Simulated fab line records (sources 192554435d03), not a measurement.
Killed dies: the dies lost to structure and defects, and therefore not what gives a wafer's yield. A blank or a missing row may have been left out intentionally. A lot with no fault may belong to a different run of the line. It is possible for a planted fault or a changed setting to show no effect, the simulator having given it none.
A single fault, viewed from 2 desks    flow n5-finfet    only its own numbers are on each desk; what lay behind them is given at the end

## DESK OF THE TOOL OWNER: ald-metal-04
The tool's own readings at N5_BEOL_M5_ALD_86 (deposits TaN, pulse time 2 s, purge time 3 s, co reactant purge time 2 s): means of the sampled wafers that have a number, for each lot that ran on this tool. Any lot whose mean is over 4 standard deviations away from the usual mean is out of limits and marked OUT; that distance is given in the brackets.
Columns: A = chamber-pressure-Torr at N5_BEOL_M5_ALD_86, usual 3.000 Torr; B = heater-power-w at N5_BEOL_M5_ALD_86, usual 417 W
lot   first seen here  A      B
L694  day 9 08:57      3.003  414
L693  day 9 11:40      3.001  391
L696  day 9 13:34      2.998  406
L697  day 10 00:27     3.006  402
L703  day 11 01:55     3.004  417
L707  day 13 08:44     3.001  395
L712  day 14 05:49     3.006  403
Result from this desk: across the 7 lots, nothing is out of limits.

## AT THE METROLOGY DESK
Lot by lot, what the gauges showed, no matter which tool ran the lot: averages of those sampled wafers that carry a number. Any lot whose mean is over 4 standard deviations away from the usual mean is out of limits and marked OUT; that distance is given in the brackets. 7 of its 34 readings are shown: the first one out of limits and those lying furthest out on some lot.
Columns: A = DIBL_N at N5_BEOL_M4_RC_MEAS_101, usual 36.1 mV/V; B = DIBL_P at N5_BEOL_M4_RC_MEAS_101, usual 36.4 mV/V; C = VT_P at N5_BEOL_M4_RC_MEAS_101, usual -250 mV; D = COMB_M5 at N5_BEOL_M15_RC_MEAS_101, usual 3.5e-11 S/m; E = COMB_M5_max_site at N5_BEOL_M15_RC_MEAS_101, usual 5.1e-11 S/m; F = SERP_M12_max_site at N5_BEOL_M15_RC_MEAS_101, usual 0.648 ohm/um; G = SERP_M8 at N5_BEOL_M15_RC_MEAS_101, usual 13.7 ohm/um
lot   first seen here  A     B     C     D        E                   F      G
L694  day 9 03:11      35.8  36.9  -249  4.8e-11  7.4e-11             0.645  13.0
L693  day 9 03:20      36.6  39.0  -247  4.3e-11  5.8e-11             0.632  13.3
L696  day 9 07:29      32.1  31.9  -253  3.9e-11  6.6e-11             0.670  14.1
L697  day 9 12:37      36.3  37.3  -250  3.6e-11  5.1e-11             0.679  14.7
L703  day 10 18:54     37.7  37.4  -256  3.6e-11  5.4e-11             0.657  13.9
L707  day 12 23:53     34.0  35.5  -253  3.7e-11  9.3e-11             0.661  13.0
L712  day 13 21:09     36.3  36.6  -251  3.0e-11  1.1e-10 (+4.7) OUT  0.672  14.2
This desk's finding: out of limits on L712; first on L712, day 18 01:56 (COMB_M5_max_site at N5_BEOL_M15_RC_MEAS_101). L694, L693, L696, L697, L703, L707 stayed within limits.

## PUT TOGETHER
L712 would have let the metrology desk raise an alarm at day 18 01:56.
Nothing out of limits was seen by the tool owner's desk.
On record at the tool owner's desk: L712, within its limits.
On ald-metal-04, each named lot ran N5_BEOL_M5_ALD_86.

## WHAT THE SIMULATOR HAD INSERTED
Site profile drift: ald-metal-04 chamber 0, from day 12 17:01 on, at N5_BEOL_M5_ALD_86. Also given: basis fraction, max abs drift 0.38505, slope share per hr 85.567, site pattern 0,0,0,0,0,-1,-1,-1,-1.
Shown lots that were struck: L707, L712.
Time in hours between the start of the fault and the first out-of-limits reading at each desk: metrology desk, 129.
